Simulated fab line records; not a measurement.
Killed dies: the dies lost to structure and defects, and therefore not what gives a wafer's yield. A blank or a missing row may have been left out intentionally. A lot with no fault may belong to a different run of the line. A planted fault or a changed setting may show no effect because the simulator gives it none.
The same fault as seen by 2 desks ; flow n5_finfet ; what lay behind the numbers comes last; until then each desk has only its own

## AT THE METROLOGY DESK
Means of the sampled wafers that have a number, per lot and without regard to the tool the lot ran on: this is what the gauges read. Marked OUT: a lot whose mean sits more than 4 standard deviations from the usual mean, which makes it out of limits; the brackets give that distance. 7 of its 11 readings are shown, namely those furthest out on some lot.
Columns: A = DIBL_N at N5_BEOL_M4_RC_MEAS_101, usual 36.2 mV/V; B = DIBL_P at N5_BEOL_M4_RC_MEAS_101, usual 36.5 mV/V; C = IOFF_P at N5_BEOL_M4_RC_MEAS_101, usual 0.22 nA/um; D = ION_N at N5_BEOL_M4_RC_MEAS_101, usual 675 uA/um; E = ION_P at N5_BEOL_M4_RC_MEAS_101, usual 463 uA/um; F = SS_P at N5_BEOL_M4_RC_MEAS_101, usual 73.4 mV/dec; G = VT_P at N5_BEOL_M4_RC_MEAS_101, usual -250 mV
lot;first seen here;A;B;C;D;E;F;G
L577;day 6 03:01;34.8;35.5;0.21;672;461;73.0;-250
L578;day 6 08:06;35.0;32.1;0.16;660;453;72.3;-254
L579;day 6 10:44;34.4;33.7;0.19;656;457;73.1;-251
L580;day 6 17:20;37.4;37.8;0.22;674;459;74.2;-252
L582;day 7 08:19;37.2;37.2;0.25;680;470;73.3;-245
L588;day 8 18:46;34.8;35.9;0.20;670;463;73.6;-250
L593;day 10 02:17;35.7;36.0;0.19;673;466;72.9;-251
L597;day 11 03:44;36.1;36.8;0.25;679;469;73.8;-247
L598;day 11 12:21;37.5;39.6;0.23;672;458;73.6;-251
L599;day 12 15:52;38.5;38.1;0.25;672;462;75.0;-250
This desk's finding: nothing out of limits on any of the 10 lots.

## AT THE TOOL OWNER'S DESK: ald_sin-02
The tool's own readings at N5_BEOL_M1_ALD_98 (deposits SiO2, target thk 2.5 nm, pulse time 1 s, co reactant pulse time 1 s): means of the sampled wafers that have a number, for each lot that ran on this tool. Marked OUT: a lot whose mean sits more than 4 standard deviations from the usual mean, which makes it out of limits; the brackets give that distance.
Columns: A = heater_power_w at N5_BEOL_M1_ALD_98, usual 77 W; B = precursor_pulse_height_rel at N5_BEOL_M1_ALD_98, usual 0.999; C = susceptor_temp_C at N5_BEOL_M1_ALD_98, usual 100.02 C
lot;first seen here;A;B;C
L578;day 6 08:49;96;0.995;100.03
L580;day 6 18:10;93;0.997;99.97
L588;day 8 20:13;85;0.998;97.58 (-19) OUT
L593;day 10 02:54;68;1.009;97.70 (-18) OUT
This desk finds L588, L593 out of limits, L588 being first, at day 8 20:13 (susceptor_temp_C at N5_BEOL_M1_ALD_98). L578, L580 stayed within limits.

## ALL TOGETHER
The tool owner's desk could have raised an alarm at day 8 20:13, on L588, L593.
Nothing out of limits was seen by the metrology desk.
The metrology desk has L588, L593 on record, within its limits.
N5_BEOL_M1_ALD_98 was run on ald_sin-02 by each of the lots named.

## WHAT WAS PUT IN BY THE SIMULATOR
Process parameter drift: ald_sin-02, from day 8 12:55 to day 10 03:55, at N5_BEOL_M1_ALD_98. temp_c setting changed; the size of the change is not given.
Struck lots among those shown: L588, L593.
Each desk's first reading out of limits, in hours after the fault started: the tool owner's desk, 7.
